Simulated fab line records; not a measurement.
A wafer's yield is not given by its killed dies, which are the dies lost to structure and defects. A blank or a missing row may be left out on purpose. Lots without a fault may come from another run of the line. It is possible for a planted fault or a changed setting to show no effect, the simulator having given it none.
Split-lot study	flow n5Finfet	route with 1938 steps; 7 lots, 21 wafers read

## ON THE SPLIT
At N5_SDB_COAT_04 (time 60 s, resist thk 18 nm), the setting spinRpm was moved away from the recipe's 1500 rpm on 5 of the 21 wafers read, by -9.3% to +7.0%. This setting was run at the recipe's value on the other wafers.

## FROM THE SPLIT TO THE READING: what the file shows between them, 4 steps
- N5_SDB_COAT_05: resist thk 90 nm
- N5_SDB_EBR_07
- N5_SDB_DESCUM_16: chemistry O2, time 7.9 s
- N5_SDB_ETCH_17: etches SiARC in CF4, target depth 23.4 nm, time 39 s

## THE READING
SiARC_of_SDB_COAT_04.thkNm (the simulator's own value, which no gauge read), in nm, at N5_SDB_ETCH_18 (etches SOC in N2/H2, target depth 100 nm, overetch 20 nm, time 150 s). No usual value for it is given in the file. Across the 16 wafers here that went through the recipe, the average is 12.7 nm and the standard deviation 0.12 nm.

wafer	tool, chamber at the split	spinRpm as run, rpm	against the recipe	SiARC_of_SDB_COAT_04.thkNm, nm	against lot-mates on the recipe
L078.1	lithoTrack-02, 0	1360	-9.3%	13.6	+0.8
L078.4	lithoTrack-02, 0	1500	recipe	12.8	-
L078.6	lithoTrack-02, 0	1360	-9.3%	13.8	+1.0
L079.2	lithoTrack-05, 0	1558	+3.9%	12.6	-0.4
L079.5	lithoTrack-05, 0	1558	+3.9%	12.6	-0.4
L079.3	lithoTrack-05, 0	1500	recipe	13	-
L089.2	lithoTrack-01, 0	1500	recipe	12.8	-
L089.5	lithoTrack-01, 0	1500	recipe	12.8	-
L089.4	lithoTrack-01, 0	1500	recipe	12.6	-
L091.1	lithoTrack-02, 0	1500	recipe	12.6	-
L091.3	lithoTrack-02, 0	1500	recipe	12.6	-
L091.4	lithoTrack-02, 0	1500	recipe	12.6	-
L092.2	lithoTrack-02, 0	1500	recipe	12.6	-
L092.3	lithoTrack-02, 0	1605	+7.0%	12.2	-0.5
L092.5	lithoTrack-02, 0	1500	recipe	12.8	-
L093.3	lithoTrack-05, 0	1500	recipe	12.6	-
L093.5	lithoTrack-05, 0	1500	recipe	12.8	-
L093.6	lithoTrack-05, 0	1500	recipe	12.8	-
L097.2	lithoTrack-01, 0	1500	recipe	12.8	-
L097.3	lithoTrack-01, 0	1500	recipe	12.6	-
L097.4	lithoTrack-01, 0	1500	recipe	12.6	-

THE FIT
A straight line over all 21 wafers: SiARC_of_SDB_COAT_04.thkNm changes by -0.0898 nm for each +1% of spinRpm; r = -0.92; the points scatter about the line by 0.14 nm.
The same after taking each lot's own level away (the mean of its wafers on the recipe; 21 wafers): -0.0923 nm for each +1%; r = -0.97; scatter 0.088 nm.
According to that fit, moving spinRpm by its largest amount changes the reading by 0.86 nm.
The lots' own levels span 12.60 to 13.00 nm, that is 3.3 times the standard deviation above.
The two slopes are in agreement: the lot-to-lot level therefore moves the slope only a little.
Check: for one of the wafers moved furthest among these (-9.3%), held out of the fit, the line's prediction against its lot-mates is +0.91 nm. It came out at +0.8 nm against them.

## OTHER SPLITS APPLIED TO THESE WAFERS
Other splits were also applied to these wafers ahead of the reading. Each is held against what the fit with the lots' levels taken away leaves over:
other split on the same wafers	wafers away from the commonest value	r with SiARC_of_SDB_COAT_04.thkNm (lot level and that fit taken away)
N5_SD_EPI_P_COAT_34 spinRpm	9	+0.31

## THE WHOLE CHAIN: every reading that the file lists as answering this split, in the file's order
step	what it does	reading	change (the file's fit)	r (the file's)
N5_SDB_COAT_04	time 60 s, resist thk 18 nm	SiARC_of_SDB_COAT_04.thkNm (the simulator's own value, which no gauge read)	-0.0947 nm for each +1% of the setting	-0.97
N5_SDB_ETCH_17	etches SiARC in CF4, target depth 23.4 nm, time 39 s	etchRfOnTimeS	withheld for each +1% of the setting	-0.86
N5_SDB_ETCH_17	etches SiARC in CF4, target depth 23.4 nm, time 39 s	etch.depthNm (the simulator's own value, which no gauge read)	-0.0951 nm for each +1% of the setting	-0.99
N5_SDB_ETCH_17	etches SiARC in CF4, target depth 23.4 nm, time 39 s	CAR-ArF_of_SDB_COAT_05.thkNm (the simulator's own value, which no gauge read)	+0.0926 nm for each +1% of the setting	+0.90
N5_SDB_ETCH_18	etches SOC in N2/H2, target depth 100 nm, overetch 20 nm, time 150 s	SiARC_of_SDB_COAT_04.thkNm (the simulator's own value, which no gauge read)	-0.089 nm for each +1% of the setting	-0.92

## THE FILE'S OWN FIT
SiARC_of_SDB_COAT_04.thkNm changes by -0.089 nm for each +1% of spinRpm, r = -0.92.
